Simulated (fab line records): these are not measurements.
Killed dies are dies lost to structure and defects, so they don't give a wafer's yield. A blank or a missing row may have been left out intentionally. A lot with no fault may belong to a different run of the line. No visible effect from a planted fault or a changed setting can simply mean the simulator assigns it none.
fab line records :: flow nand-harc :: part 2 of 2: steps 24 to 29 of 29
[record]
  lots = 5
  wafers = 15
  last-day = 33
route steps=1302 shown A_CHANNEL_HOLE_D1@450
lots that met no fault: taken from a fault-free run of the same line
start-h: hours from the record's opening day to when the first of the lot's shown wafers began :: wait-h: hours since the lot's step before :: " identical to the entry in the row above :: L1.1+2: a single row standing in for several wafers :: - no value, or no start was given :: * or withheld: withheld :: < > ~ a bound
route shown NAME@n: a module of which the file shows steps, and the number in the route of the first :: usual: mean/standard deviation of fault-free wafers :: same: alike in all rows :: chamber/n: place in a boat :: sites: each site's reading :: _std_site: their standard deviation :: _edge_site: mean of outer sites minus mean of inner sites :: radius-mm: for every site, how far away it sits from the centre of the wafer :: mask NAME#n: copy n :: behind: tool/chamber where the wafer was last shaped :: hold: the reason the lot was held/the length of the hold in hours/how it ended :: device: names the non-switching transistor (n, p or np) :: end of line: the same wafers' tests at the end of the route :: step lacking rows: just its recipe :: killed: count of dies lost to structure and defects at first sort (not the wafer's yield) :: map: shows each die of a wafer: x if killed, . if not, _ if none is there
set.NAME: setting as actually run; set.NAME@STEP: the setting as run at that earlier step :: model.NAME: the simulator's own value behind a step, which no gauge read
lots seen at some steps along the route; tables by step, rows by wafer
services: the hour from which a tool's chamber was out of use, counted from the record's first day as start-h (under 0 if before that day), plus the number of hours and why
[[steps]]
[step NHARC_A_CHANNEL_HOLE_D1_ETCH_21]
[recipe]
  bias-v = 3000
  source-w = withheld
  pressure-mtorr = 20
  time-s = 514.3
  ar-flow-sccm = 375
  c4f8-flow-sccm = 89.3
  o2-flow-sccm = 35.7
  temp-c = -20
  target-depth-a = 16000
  chemistry = C4F8/O2/Ar
[usual]
  drypump-motor-current-A = 5.8/0.55
  showerhead-plenum-p-Torr = 3.62/0.12
  throttle-valve-pct = 32.155/0.0079
lot.wafer: L077.3
tool: har-etch-02
chamber: 1
start-h: 214.33
wait-h: 0.3
drypump-motor-current-A: 6.0
rf-hours-counter-h: -
showerhead-plenum-p-Torr: 3.53
throttle-valve-pct: 32.142

lot.wafer: L077.6
tool: har-etch-02
chamber: 0
start-h: 214.33
wait-h: 0.3
drypump-motor-current-A: 6.4
rf-hours-counter-h: -
showerhead-plenum-p-Torr: 3.66
throttle-valve-pct: 32.163

lot.wafer: L077.5
tool: har-etch-02
chamber: 1
start-h: 214.33
wait-h: 0.3
drypump-motor-current-A: 6.0
rf-hours-counter-h: -
showerhead-plenum-p-Torr: 3.53
throttle-valve-pct: 32.161

lot.wafer: L079.2
tool: har-etch-02
chamber: 1
start-h: 230.22
wait-h: 0.3
drypump-motor-current-A: 6.0
rf-hours-counter-h: 325
showerhead-plenum-p-Torr: 3.53
throttle-valve-pct: 32.163

lot.wafer: L079.4
tool: har-etch-02
chamber: 1
start-h: 230.22
wait-h: 0.3
drypump-motor-current-A: 6.0
rf-hours-counter-h: -
showerhead-plenum-p-Torr: 3.52
throttle-valve-pct: 32.162

lot.wafer: L079.6
tool: har-etch-02
chamber: 1
start-h: 230.22
wait-h: 0.3
drypump-motor-current-A: 6.0
rf-hours-counter-h: -
showerhead-plenum-p-Torr: 3.52
throttle-valve-pct: 32.151

lot.wafer: L087.1
tool: har-etch-01
chamber: 0
start-h: 314.17
wait-h: 0.3
drypump-motor-current-A: 5.2
rf-hours-counter-h: 164
showerhead-plenum-p-Torr: 3.52
throttle-valve-pct: 32.162

lot.wafer: L087.3
tool: har-etch-01
chamber: 0
start-h: 314.17
wait-h: 0.3
drypump-motor-current-A: 5.2
rf-hours-counter-h: -
showerhead-plenum-p-Torr: 3.52
throttle-valve-pct: 32.142

lot.wafer: L087.5
tool: har-etch-01
chamber: 0
start-h: 314.17
wait-h: 0.3
drypump-motor-current-A: 5.1
rf-hours-counter-h: -
showerhead-plenum-p-Torr: 3.52
throttle-valve-pct: 32.155

lot.wafer: L095.4
tool: har-etch-02
chamber: 0
start-h: 398.76
wait-h: 0.3
drypump-motor-current-A: 6.3
rf-hours-counter-h: -
showerhead-plenum-p-Torr: 3.93
throttle-valve-pct: 32.155

lot.wafer: L095.3
tool: har-etch-02
chamber: 1
start-h: 398.76
wait-h: 0.3
drypump-motor-current-A: 6.1
rf-hours-counter-h: -
showerhead-plenum-p-Torr: 3.93
throttle-valve-pct: 32.157

lot.wafer: L095.5
tool: har-etch-02
chamber: 0
start-h: 398.76
wait-h: 0.3
drypump-motor-current-A: 6.4
rf-hours-counter-h: -
showerhead-plenum-p-Torr: 3.93
throttle-valve-pct: 32.163

lot.wafer: L096.1
tool: har-etch-01
chamber: 0
start-h: 399.83
wait-h: 0.3
drypump-motor-current-A: 5.2
rf-hours-counter-h: 217
showerhead-plenum-p-Torr: 3.50
throttle-valve-pct: 32.156

lot.wafer: L096.3
tool: har-etch-01
chamber: 1
start-h: 399.83
wait-h: 0.3
drypump-motor-current-A: 5.2
rf-hours-counter-h: -
showerhead-plenum-p-Torr: 3.67
throttle-valve-pct: 32.159

lot.wafer: L096.4
tool: har-etch-01
chamber: 0
start-h: 399.83
wait-h: 0.3
drypump-motor-current-A: 5.2
rf-hours-counter-h: -
showerhead-plenum-p-Torr: 3.50
throttle-valve-pct: 32.151
[step NHARC_A_CHANNEL_HOLE_D1_ETCH_22]
[recipe]
  bias-v = 3000
  source-w = withheld
  pressure-mtorr = 20
  time-s = 666.7
  ar-flow-sccm = 375
  c4f8-flow-sccm = 89.3
  o2-flow-sccm = 35.7
  temp-c = -20
  target-depth-a = 16000
  chemistry = C4F8/O2/Ar
[usual]
  drypump-motor-current-A = 5.8/0.55
  showerhead-plenum-p-Torr = 3.62/0.12
  throttle-valve-pct = 32.156/0.0089
lot.wafer: L077.3
tool: har-etch-02
chamber: 1
start-h: 214.84
wait-h: 0.4
drypump-motor-current-A: 6.0
rf-hours-counter-h: -
showerhead-plenum-p-Torr: 3.53
throttle-valve-pct: 32.159

lot.wafer: L077.6
tool: har-etch-02
chamber: 0
start-h: 214.84
wait-h: 0.4
drypump-motor-current-A: 6.4
rf-hours-counter-h: -
showerhead-plenum-p-Torr: 3.66
throttle-valve-pct: 32.140

lot.wafer: L077.5
tool: har-etch-02
chamber: 1
start-h: 214.84
wait-h: 0.4
drypump-motor-current-A: 6.0
rf-hours-counter-h: -
showerhead-plenum-p-Torr: 3.53
throttle-valve-pct: 32.156

lot.wafer: L079.2
tool: har-etch-02
chamber: 1
start-h: 230.68
wait-h: 0.4
drypump-motor-current-A: 6.0
rf-hours-counter-h: 326
showerhead-plenum-p-Torr: 3.52
throttle-valve-pct: 32.148

lot.wafer: L079.4
tool: har-etch-02
chamber: 1
start-h: 230.68
wait-h: 0.4
drypump-motor-current-A: 6.0
rf-hours-counter-h: -
showerhead-plenum-p-Torr: 3.52
throttle-valve-pct: 32.153

lot.wafer: L079.6
tool: har-etch-02
chamber: 1
start-h: 230.68
wait-h: 0.4
drypump-motor-current-A: 6.0
rf-hours-counter-h: -
showerhead-plenum-p-Torr: 3.52
throttle-valve-pct: 32.148

lot.wafer: L087.1
tool: har-etch-01
chamber: 0
start-h: 314.63
wait-h: 0.4
drypump-motor-current-A: 5.1
rf-hours-counter-h: 164
showerhead-plenum-p-Torr: 3.52
throttle-valve-pct: 32.150

lot.wafer: L087.3
tool: har-etch-01
chamber: 0
start-h: 314.63
wait-h: 0.4
drypump-motor-current-A: 5.1
rf-hours-counter-h: -
showerhead-plenum-p-Torr: 3.52
throttle-valve-pct: 32.156

lot.wafer: L087.5
tool: har-etch-01
chamber: 0
start-h: 314.63
wait-h: 0.4
drypump-motor-current-A: 5.1
rf-hours-counter-h: -
showerhead-plenum-p-Torr: 3.52
throttle-valve-pct: 32.166

lot.wafer: L095.4
tool: har-etch-02
chamber: 0
start-h: 399.24
wait-h: 0.4
drypump-motor-current-A: 6.4
rf-hours-counter-h: -
showerhead-plenum-p-Torr: 3.93
throttle-valve-pct: 32.142

lot.wafer: L095.3
tool: har-etch-02
chamber: 1
start-h: 399.24
wait-h: 0.4
drypump-motor-current-A: 6.0
rf-hours-counter-h: -
showerhead-plenum-p-Torr: 3.93
throttle-valve-pct: 32.159

lot.wafer: L095.5
tool: har-etch-02
chamber: 0
start-h: 399.24
wait-h: 0.4
drypump-motor-current-A: 6.4
rf-hours-counter-h: -
showerhead-plenum-p-Torr: 3.93
throttle-valve-pct: 32.158

lot.wafer: L096.1
tool: har-etch-01
chamber: 0
start-h: 400.29
wait-h: 0.4
drypump-motor-current-A: 5.2
rf-hours-counter-h: 217
showerhead-plenum-p-Torr: 3.50
throttle-valve-pct: 32.150

lot.wafer: L096.3
tool: har-etch-01
chamber: 1
start-h: 400.29
wait-h: 0.4
drypump-motor-current-A: 5.2
rf-hours-counter-h: -
showerhead-plenum-p-Torr: 3.67
throttle-valve-pct: 32.158

lot.wafer: L096.4
tool: har-etch-01
chamber: 0
start-h: 400.29
wait-h: 0.4
drypump-motor-current-A: 5.1
rf-hours-counter-h: -
showerhead-plenum-p-Torr: 3.50
throttle-valve-pct: 32.154
[step NHARC_A_CHANNEL_HOLE_D1_ETCH_23]
[recipe]
  bias-v = 5000
  source-w = withheld
  pressure-mtorr = 20
  time-s = 819
  ar-flow-sccm = 375
  c4f8-flow-sccm = 89.3
  o2-flow-sccm = 35.7
  temp-c = -20
  target-depth-a = 16000
  chemistry = C4F8/O2/Ar
[usual]
  drypump-motor-current-A = 5.8/0.55
  showerhead-plenum-p-Torr = 3.62/0.12
  throttle-valve-pct = 32.154/0.009
lot.wafer: L077.3
tool: har-etch-02
chamber: 1
start-h: 215.47
wait-h: 0.5
drypump-motor-current-A: 6.0
rf-hours-counter-h: -
showerhead-plenum-p-Torr: 3.53
throttle-valve-pct: 32.151

lot.wafer: L077.6
tool: har-etch-02
chamber: 0
start-h: 215.47
wait-h: 0.5
drypump-motor-current-A: 6.5
rf-hours-counter-h: -
showerhead-plenum-p-Torr: 3.66
throttle-valve-pct: 32.155

lot.wafer: L077.5
tool: har-etch-02
chamber: 1
start-h: 215.47
wait-h: 0.5
drypump-motor-current-A: 6.0
rf-hours-counter-h: -
showerhead-plenum-p-Torr: 3.53
throttle-valve-pct: 32.162

lot.wafer: L079.2
tool: har-etch-02
chamber: 1
start-h: 231.27
wait-h: 0.5
drypump-motor-current-A: 6.0
rf-hours-counter-h: 326
showerhead-plenum-p-Torr: 3.52
throttle-valve-pct: 32.161

lot.wafer: L079.4
tool: har-etch-02
chamber: 1
start-h: 231.27
wait-h: 0.5
drypump-motor-current-A: 6.1
rf-hours-counter-h: -
showerhead-plenum-p-Torr: 3.52
throttle-valve-pct: 32.140

lot.wafer: L079.6
tool: har-etch-02
chamber: 1
start-h: 231.27
wait-h: 0.5
drypump-motor-current-A: 6.1
rf-hours-counter-h: -
showerhead-plenum-p-Torr: 3.52
throttle-valve-pct: 32.153

lot.wafer: L087.1
tool: har-etch-01
chamber: 0
start-h: 315.24
wait-h: 0.5
drypump-motor-current-A: 5.2
rf-hours-counter-h: 165
showerhead-plenum-p-Torr: 3.52
throttle-valve-pct: 32.184

lot.wafer: L087.3
tool: har-etch-01
chamber: 0
start-h: 315.24
wait-h: 0.5
drypump-motor-current-A: 5.1
rf-hours-counter-h: -
showerhead-plenum-p-Torr: 3.52
throttle-valve-pct: 32.145

lot.wafer: L087.5
tool: har-etch-01
chamber: 0
start-h: 315.24
wait-h: 0.5
drypump-motor-current-A: 5.2
rf-hours-counter-h: -
showerhead-plenum-p-Torr: 3.52
throttle-valve-pct: 32.154

lot.wafer: L095.4
tool: har-etch-02
chamber: 0
start-h: 399.85
wait-h: 0.5
drypump-motor-current-A: 6.4
rf-hours-counter-h: -
showerhead-plenum-p-Torr: 3.93
throttle-valve-pct: 32.150

lot.wafer: L095.3
tool: har-etch-02
chamber: 1
start-h: 399.85
wait-h: 0.5
drypump-motor-current-A: 6.1
rf-hours-counter-h: -
showerhead-plenum-p-Torr: 3.93
throttle-valve-pct: 32.141

lot.wafer: L095.5
tool: har-etch-02
chamber: 0
start-h: 399.85
wait-h: 0.5
drypump-motor-current-A: 6.4
rf-hours-counter-h: -
showerhead-plenum-p-Torr: 3.93
throttle-valve-pct: 32.163

lot.wafer: L096.1
tool: har-etch-01
chamber: 0
start-h: 400.88
wait-h: 0.5
drypump-motor-current-A: 5.1
rf-hours-counter-h: 218
showerhead-plenum-p-Torr: 3.50
throttle-valve-pct: 32.165

lot.wafer: L096.3
tool: har-etch-01
chamber: 1
start-h: 400.88
wait-h: 0.5
drypump-motor-current-A: 5.1
rf-hours-counter-h: -
showerhead-plenum-p-Torr: 3.67
throttle-valve-pct: 32.155

lot.wafer: L096.4
tool: har-etch-01
chamber: 0
start-h: 400.88
wait-h: 0.5
drypump-motor-current-A: 5.1
rf-hours-counter-h: -
showerhead-plenum-p-Torr: 3.50
throttle-valve-pct: 32.149
[step NHARC_A_CHANNEL_HOLE_D1_ETCH_24]
[recipe]
  bias-v = 5000
  source-w = withheld
  pressure-mtorr = 20
  time-s = 906.2
  ar-flow-sccm = 375
  c4f8-flow-sccm = 93.8
  o2-flow-sccm = 31.2
  temp-c = -20
  target-depth-a = 15000
  chemistry = C4F8/O2/Ar
[usual]
  drypump-motor-current-A = 5.8/0.55
  showerhead-plenum-p-Torr = 3.62/0.12
  throttle-valve-pct = 32.235/0.0099
lot.wafer: L077.3
tool: har-etch-02
chamber: 1
start-h: 216.19
wait-h: 0.6
drypump-motor-current-A: 6.1
rf-hours-counter-h: -
showerhead-plenum-p-Torr: 3.53
throttle-valve-pct: 32.244

lot.wafer: L077.6
tool: har-etch-02
chamber: 0
start-h: 216.19
wait-h: 0.6
drypump-motor-current-A: 6.4
rf-hours-counter-h: -
showerhead-plenum-p-Torr: 3.65
throttle-valve-pct: 32.247

lot.wafer: L077.5
tool: har-etch-02
chamber: 1
start-h: 216.19
wait-h: 0.6
drypump-motor-current-A: 6.1
rf-hours-counter-h: -
showerhead-plenum-p-Torr: 3.53
throttle-valve-pct: 32.252

lot.wafer: L079.2
tool: har-etch-02
chamber: 1
start-h: 231.97
wait-h: 0.6
drypump-motor-current-A: 6.0
rf-hours-counter-h: 327
showerhead-plenum-p-Torr: 3.52
throttle-valve-pct: 32.244

lot.wafer: L079.4
tool: har-etch-02
chamber: 1
start-h: 231.97
wait-h: 0.6
drypump-motor-current-A: 6.0
rf-hours-counter-h: -
showerhead-plenum-p-Torr: 3.52
throttle-valve-pct: 32.217

lot.wafer: L079.6
tool: har-etch-02
chamber: 1
start-h: 231.97
wait-h: 0.6
drypump-motor-current-A: 6.0
rf-hours-counter-h: -
showerhead-plenum-p-Torr: 3.52
throttle-valve-pct: 32.236

lot.wafer: L087.1
tool: har-etch-01
chamber: 0
start-h: 315.95
wait-h: 0.6
drypump-motor-current-A: 5.2
rf-hours-counter-h: 165
showerhead-plenum-p-Torr: 3.52
throttle-valve-pct: 32.234

lot.wafer: L087.3
tool: har-etch-01
chamber: 0
start-h: 315.95
wait-h: 0.6
drypump-motor-current-A: 5.1
rf-hours-counter-h: -
showerhead-plenum-p-Torr: 3.52
throttle-valve-pct: 32.226

lot.wafer: L087.5
tool: har-etch-01
chamber: 0
start-h: 315.95
wait-h: 0.6
drypump-motor-current-A: 5.1
rf-hours-counter-h: -
showerhead-plenum-p-Torr: 3.52
throttle-valve-pct: 32.228

lot.wafer: L095.4
tool: har-etch-02
chamber: 0
start-h: 400.57
wait-h: 0.6
drypump-motor-current-A: 6.4
rf-hours-counter-h: -
showerhead-plenum-p-Torr: 3.92
throttle-valve-pct: 32.220

lot.wafer: L095.3
tool: har-etch-02
chamber: 1
start-h: 400.57
wait-h: 0.6
drypump-motor-current-A: 6.0
rf-hours-counter-h: -
showerhead-plenum-p-Torr: 3.92
throttle-valve-pct: 32.238

lot.wafer: L095.5
tool: har-etch-02
chamber: 0
start-h: 400.57
wait-h: 0.6
drypump-motor-current-A: 6.4
rf-hours-counter-h: -
showerhead-plenum-p-Torr: 3.92
throttle-valve-pct: 32.242

lot.wafer: L096.1
tool: har-etch-01
chamber: 0
start-h: 401.58
wait-h: 0.6
drypump-motor-current-A: 5.1
rf-hours-counter-h: 218
showerhead-plenum-p-Torr: 3.49
throttle-valve-pct: 32.236

lot.wafer: L096.3
tool: har-etch-01
chamber: 1
start-h: 401.58
wait-h: 0.6
drypump-motor-current-A: 5.1
rf-hours-counter-h: -
showerhead-plenum-p-Torr: 3.66
throttle-valve-pct: 32.240

lot.wafer: L096.4
tool: har-etch-01
chamber: 0
start-h: 401.58
wait-h: 0.6
drypump-motor-current-A: 5.1
rf-hours-counter-h: -
showerhead-plenum-p-Torr: 3.49
throttle-valve-pct: 32.229
[step NHARC_A_CHANNEL_HOLE_D1_ETCH_25]
[recipe]
  bias-v = 5000
  source-w = withheld
  pressure-mtorr = 20
  time-s = 1040.2
  ar-flow-sccm = 375
  c4f8-flow-sccm = 93.8
  o2-flow-sccm = 31.2
  temp-c = -20
  target-depth-a = 15000
  chemistry = C4F8/O2/Ar
[usual]
  drypump-motor-current-A = 5.8/0.55
  showerhead-plenum-p-Torr = 3.62/0.12
  throttle-valve-pct = 32.237/0.01
lot.wafer: L077.3
tool: har-etch-02
chamber: 1
start-h: 217.02
wait-h: 0.7
drypump-motor-current-A: 6.0
rf-hours-counter-h: -
showerhead-plenum-p-Torr: 3.53
throttle-valve-pct: 32.235

lot.wafer: L077.6
tool: har-etch-02
chamber: 0
start-h: 217.02
wait-h: 0.7
drypump-motor-current-A: 6.4
rf-hours-counter-h: -
showerhead-plenum-p-Torr: 3.65
throttle-valve-pct: 32.226

lot.wafer: L077.5
tool: har-etch-02
chamber: 1
start-h: 217.02
wait-h: 0.7
drypump-motor-current-A: 6.0
rf-hours-counter-h: -
showerhead-plenum-p-Torr: 3.53
throttle-valve-pct: 32.236

lot.wafer: L079.2
tool: har-etch-02
chamber: 1
start-h: 232.75
wait-h: 0.7
drypump-motor-current-A: 6.0
rf-hours-counter-h: 328
showerhead-plenum-p-Torr: 3.52
throttle-valve-pct: 32.238

lot.wafer: L079.4
tool: har-etch-02
chamber: 1
start-h: 232.75
wait-h: 0.7
drypump-motor-current-A: 6.0
rf-hours-counter-h: -
showerhead-plenum-p-Torr: 3.52
throttle-valve-pct: 32.245

lot.wafer: L079.6
tool: har-etch-02
chamber: 1
start-h: 232.75
wait-h: 0.7
drypump-motor-current-A: 6.0
rf-hours-counter-h: -
showerhead-plenum-p-Torr: 3.52
throttle-valve-pct: 32.249

lot.wafer: L087.1
tool: har-etch-01
chamber: 0
start-h: 316.74
wait-h: 0.7
drypump-motor-current-A: 5.1
rf-hours-counter-h: 166
showerhead-plenum-p-Torr: 3.52
throttle-valve-pct: 32.264

lot.wafer: L087.3
tool: har-etch-01
chamber: 0
start-h: 316.74
wait-h: 0.7
drypump-motor-current-A: 5.1
rf-hours-counter-h: -
showerhead-plenum-p-Torr: 3.52
throttle-valve-pct: 32.224

lot.wafer: L087.5
tool: har-etch-01
chamber: 0
start-h: 316.74
wait-h: 0.7
drypump-motor-current-A: 5.1
rf-hours-counter-h: -
showerhead-plenum-p-Torr: 3.52
throttle-valve-pct: 32.238

lot.wafer: L095.4
tool: har-etch-02
chamber: 0
start-h: 401.38
wait-h: 0.7
drypump-motor-current-A: 6.4
rf-hours-counter-h: -
showerhead-plenum-p-Torr: 3.92
throttle-valve-pct: 32.246

lot.wafer: L095.3
tool: har-etch-02
chamber: 1
start-h: 401.38
wait-h: 0.7
drypump-motor-current-A: 6.0
rf-hours-counter-h: -
showerhead-plenum-p-Torr: 3.92
throttle-valve-pct: 32.243

lot.wafer: L095.5
tool: har-etch-02
chamber: 0
start-h: 401.38
wait-h: 0.7
drypump-motor-current-A: 6.4
rf-hours-counter-h: -
showerhead-plenum-p-Torr: 3.92
throttle-valve-pct: 32.236

lot.wafer: L096.1
tool: har-etch-01
chamber: 0
start-h: 402.38
wait-h: 0.7
drypump-motor-current-A: 5.1
rf-hours-counter-h: 219
showerhead-plenum-p-Torr: 3.49
throttle-valve-pct: 32.241

lot.wafer: L096.3
tool: har-etch-01
chamber: 1
start-h: 402.38
wait-h: 0.7
drypump-motor-current-A: 5.1
rf-hours-counter-h: -
showerhead-plenum-p-Torr: 3.66
throttle-valve-pct: 32.257

lot.wafer: L096.4
tool: har-etch-01
chamber: 0
start-h: 402.38
wait-h: 0.7
drypump-motor-current-A: 5.2
rf-hours-counter-h: -
showerhead-plenum-p-Torr: 3.49
throttle-valve-pct: 32.237
[step NHARC_A_CHANNEL_HOLE_D1_ETCH_26]
[recipe]
  bias-v = 300
  source-w = 2000
  pressure-mtorr = 30
  time-s = 224.1
  ar-flow-sccm = 375
  c4f8-flow-sccm = 11.4
  o2-flow-sccm = 113.6
  temp-c = -20
  target-depth-a = 3000
  chemistry = C4F8/O2/Ar
[usual]
  drypump-motor-current-A = 5.8/0.55
  showerhead-plenum-p-Torr = 3.66/0.12
  throttle-valve-pct = 24.585/0.01
lot.wafer: L077.3
tool: har-etch-02
chamber: 1
start-h: 217.56
wait-h: 0.4
drypump-motor-current-A: 6.1
rf-hours-counter-h: -
showerhead-plenum-p-Torr: 3.57
throttle-valve-pct: 24.596

lot.wafer: L077.6
tool: har-etch-02
chamber: 0
start-h: 217.56
wait-h: 0.4
drypump-motor-current-A: 6.4
rf-hours-counter-h: -
showerhead-plenum-p-Torr: 3.70
throttle-valve-pct: 24.571

lot.wafer: L077.5
tool: har-etch-02
chamber: 1
start-h: 217.56
wait-h: 0.4
drypump-motor-current-A: 6.1
rf-hours-counter-h: -
showerhead-plenum-p-Torr: 3.57
throttle-valve-pct: 24.574

lot.wafer: L079.2
tool: har-etch-02
chamber: 1
start-h: 233.51
wait-h: 0.6
drypump-motor-current-A: 6.0
rf-hours-counter-h: 329
showerhead-plenum-p-Torr: 3.56
throttle-valve-pct: 24.593

lot.wafer: L079.4
tool: har-etch-02
chamber: 1
start-h: 233.51
wait-h: 0.6
drypump-motor-current-A: 6.0
rf-hours-counter-h: -
showerhead-plenum-p-Torr: 3.56
throttle-valve-pct: 24.565

lot.wafer: L079.6
tool: har-etch-02
chamber: 1
start-h: 233.51
wait-h: 0.6
drypump-motor-current-A: 6.0
rf-hours-counter-h: -
showerhead-plenum-p-Torr: 3.56
throttle-valve-pct: 24.591

lot.wafer: L087.1
tool: har-etch-01
chamber: 0
start-h: 317.51
wait-h: 0.6
drypump-motor-current-A: 5.1
rf-hours-counter-h: 167
showerhead-plenum-p-Torr: 3.56
throttle-valve-pct: 24.579

lot.wafer: L087.3
tool: har-etch-01
chamber: 0
start-h: 317.51
wait-h: 0.6
drypump-motor-current-A: 5.2
rf-hours-counter-h: -
showerhead-plenum-p-Torr: 3.56
throttle-valve-pct: 24.578

lot.wafer: L087.5
tool: har-etch-01
chamber: 0
start-h: 317.51
wait-h: 0.6
drypump-motor-current-A: 5.2
rf-hours-counter-h: -
showerhead-plenum-p-Torr: 3.56
throttle-valve-pct: 24.588

lot.wafer: L095.4
tool: har-etch-02
chamber: 0
start-h: 402.03
wait-h: 0.5
drypump-motor-current-A: 6.4
rf-hours-counter-h: -
showerhead-plenum-p-Torr: 3.99
throttle-valve-pct: 24.596

lot.wafer: L095.3
tool: har-etch-02
chamber: 1
start-h: 402.03
wait-h: 0.5
drypump-motor-current-A: 6.0
rf-hours-counter-h: -
showerhead-plenum-p-Torr: 3.99
throttle-valve-pct: 24.584

lot.wafer: L095.5
tool: har-etch-02
chamber: 0
start-h: 402.03
wait-h: 0.5
drypump-motor-current-A: 6.4
rf-hours-counter-h: -
showerhead-plenum-p-Torr: 3.99
throttle-valve-pct: 24.570

lot.wafer: L096.1
tool: har-etch-01
chamber: 0
start-h: 403.15
wait-h: 0.6
drypump-motor-current-A: 5.2
rf-hours-counter-h: 220
showerhead-plenum-p-Torr: 3.53
throttle-valve-pct: 24.581

lot.wafer: L096.3
tool: har-etch-01
chamber: 1
start-h: 403.15
wait-h: 0.6
drypump-motor-current-A: 5.1
rf-hours-counter-h: -
showerhead-plenum-p-Torr: 3.71
throttle-valve-pct: 24.590

lot.wafer: L096.4
tool: har-etch-01
chamber: 0
start-h: 403.15
wait-h: 0.6
drypump-motor-current-A: 5.2
rf-hours-counter-h: -
showerhead-plenum-p-Torr: 3.53
throttle-valve-pct: 24.593
[[services]]
tool: rie-diel-07
chamber: 1
start-h: 189.88
hours: 3.8
kind: repair

tool: acl-dep-01
chamber: -
start-h: 190.51
hours: 13.0
kind: pm

tool: rie-diel-08
chamber: -
start-h: 190.91
hours: 9.0
kind: pm

tool: litho-track-04
chamber: -
start-h: 203.01
hours: 7.0
kind: pm

tool: arfi-scanner-02
chamber: -
start-h: 208.65
hours: 8.8
kind: repair

tool: arfi-scanner-01
chamber: -
start-h: 227.99
hours: 0.3
kind: repair

tool: acl-dep-02
chamber: -
start-h: 250.18
hours: 13.0
kind: pm

tool: arfi-scanner-01
chamber: -
start-h: 252.00
hours: 4.0
kind: pm

tool: rie-diel-12
chamber: 2
start-h: 255.51
hours: 5.7
kind: repair

tool: rie-diel-07
chamber: 3
start-h: 261.24
hours: 14.4
kind: repair

tool: rie-diel-12
chamber: -
start-h: 268.43
hours: 9.0
kind: pm

tool: arfi-scanner-01
chamber: -
start-h: 271.73
hours: 0.5
kind: repair

tool: arfi-scanner-02
chamber: -
start-h: 273.92
hours: 2.6
kind: repair

tool: rie-diel-07
chamber: -
start-h: 294.56
hours: 9.0
kind: pm

tool: rie-diel-12
chamber: 1
start-h: 300.33
hours: 3.0
kind: repair

tool: litho-track-01
chamber: -
start-h: 330.00
hours: 7.0
kind: pm

tool: rie-diel-12
chamber: 3
start-h: 334.15
hours: 5.4
kind: repair

tool: litho-track-06
chamber: -
start-h: 354.00
hours: 7.0
kind: pm

tool: rie-diel-08
chamber: -
start-h: 367.91
hours: 9.0
kind: pm

tool: acl-dep-01
chamber: -
start-h: 371.51
hours: 13.0
kind: pm

tool: rie-diel-07
chamber: 1
start-h: 374.61
hours: 3.3
kind: repair

tool: har-etch-02
chamber: -
start-h: 377.00
hours: 17.0
kind: pm

tool: litho-track-04
chamber: -
start-h: 378.01
hours: 7.0
kind: pm

tool: rie-diel-07
chamber: 0
start-h: 388.16
hours: 14.9
kind: repair
